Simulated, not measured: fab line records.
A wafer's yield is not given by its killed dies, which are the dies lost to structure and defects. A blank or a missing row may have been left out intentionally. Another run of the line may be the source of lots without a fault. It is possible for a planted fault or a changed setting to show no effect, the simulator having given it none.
Chamber matching :: flow n5_finfet :: pecvd-03 running N5_BEOL_M14_ILD_DEP_00: 3 sister chambers
The step deposits SiO2 from TEOS/O2, target thk 1119.3 nm, time 237.4 s. 6 wafers are shown with their chamber, then 12 later ones without.

## WAFERS, EACH WITH ITS CHAMBER
wafer: L080.1
chamber: 0
heater_power_w (W): 509
showerhead_plenum_p_Torr (Torr): 8.27

wafer: L082.3
chamber: 2
heater_power_w (W): 475
showerhead_plenum_p_Torr (Torr): 8.35

wafer: L082.5
chamber: 1
heater_power_w (W): 467
showerhead_plenum_p_Torr (Torr): 8.28

wafer: L086.2
chamber: 2
heater_power_w (W): 453
showerhead_plenum_p_Torr (Torr): 8.29

wafer: L086.3
chamber: 1
heater_power_w (W): 599
showerhead_plenum_p_Torr (Torr): 8.28

wafer: L086.4
chamber: 0
heater_power_w (W): 364
showerhead_plenum_p_Torr (Torr): 8.27

## WAFERS WITHOUT THEIR CHAMBER
wafer: L083.3
heater_power_w (W): 526
showerhead_plenum_p_Torr (Torr): 8.30

wafer: L083.4
heater_power_w (W): 588
showerhead_plenum_p_Torr (Torr): 8.30

wafer: L083.5
heater_power_w (W): 362
showerhead_plenum_p_Torr (Torr): 8.29

wafer: L087.1
heater_power_w (W): 520
showerhead_plenum_p_Torr (Torr): 8.29

wafer: L087.4
heater_power_w (W): 500
showerhead_plenum_p_Torr (Torr): 8.31

wafer: L087.6
heater_power_w (W): 607
showerhead_plenum_p_Torr (Torr): 8.29

wafer: L090.2
heater_power_w (W): 507
showerhead_plenum_p_Torr (Torr): 8.30

wafer: L090.3
heater_power_w (W): 527
showerhead_plenum_p_Torr (Torr): 8.30

wafer: L090.6
heater_power_w (W): 374
showerhead_plenum_p_Torr (Torr): 8.33

wafer: L092.1
heater_power_w (W): 428
showerhead_plenum_p_Torr (Torr): 8.29

wafer: L092.2
heater_power_w (W): 434
showerhead_plenum_p_Torr (Torr): 8.34

wafer: L092.6
heater_power_w (W): 478
showerhead_plenum_p_Torr (Torr): 8.30

## WHICH CHAMBER EACH ONE RAN IN
wafer: L083.3
from the rows above: can't be placed: 1 or 2 or 0
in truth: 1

wafer: L083.4
from the rows above: can't be placed: 1 or 2 or 0
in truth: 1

wafer: L083.5
from the rows above: can't be placed: 0 or 2 or 1
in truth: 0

wafer: L087.1
from the rows above: can't be placed: 1 or 0 or 2
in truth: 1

wafer: L087.4
from the rows above: can't be placed: 2 or 1 or 0
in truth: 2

wafer: L087.6
from the rows above: can't be placed: 1 or 2 or 0
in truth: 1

wafer: L090.2
from the rows above: can't be placed: 1 or 2 or 0
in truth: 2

wafer: L090.3
from the rows above: can't be placed: 1 or 2 or 0
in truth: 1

wafer: L090.6
from the rows above: can't be placed: 2 or 0 or 1
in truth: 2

wafer: L092.1
from the rows above: can't be placed: 0 or 2 or 1
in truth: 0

wafer: L092.2
from the rows above: can't be placed: 2 or 1 or 0
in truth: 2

wafer: L092.6
from the rows above: can't be placed: 2 or 1 or 0
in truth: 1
Placed correctly: 0 of 12. Not placeable from these rows: 12 (in 12, the candidates include the true chamber). Placed wrongly: 0.
How it was worked out, from the rows above alone: a wafer's distance from a chamber is the root of the sum, over the readings, of the square of ((its reading less the chamber's mean) divided by the reading's scatter). The wafer belongs to the nearest chamber; if the next one is less than 2 further off, it can't be placed. The mean given for a chamber averages the wafers shown for that chamber. How the scatter is found: for the shown wafers, subtract from each reading the mean of its chamber, square and add these, divide the total by (wafers less chambers), then take the root.
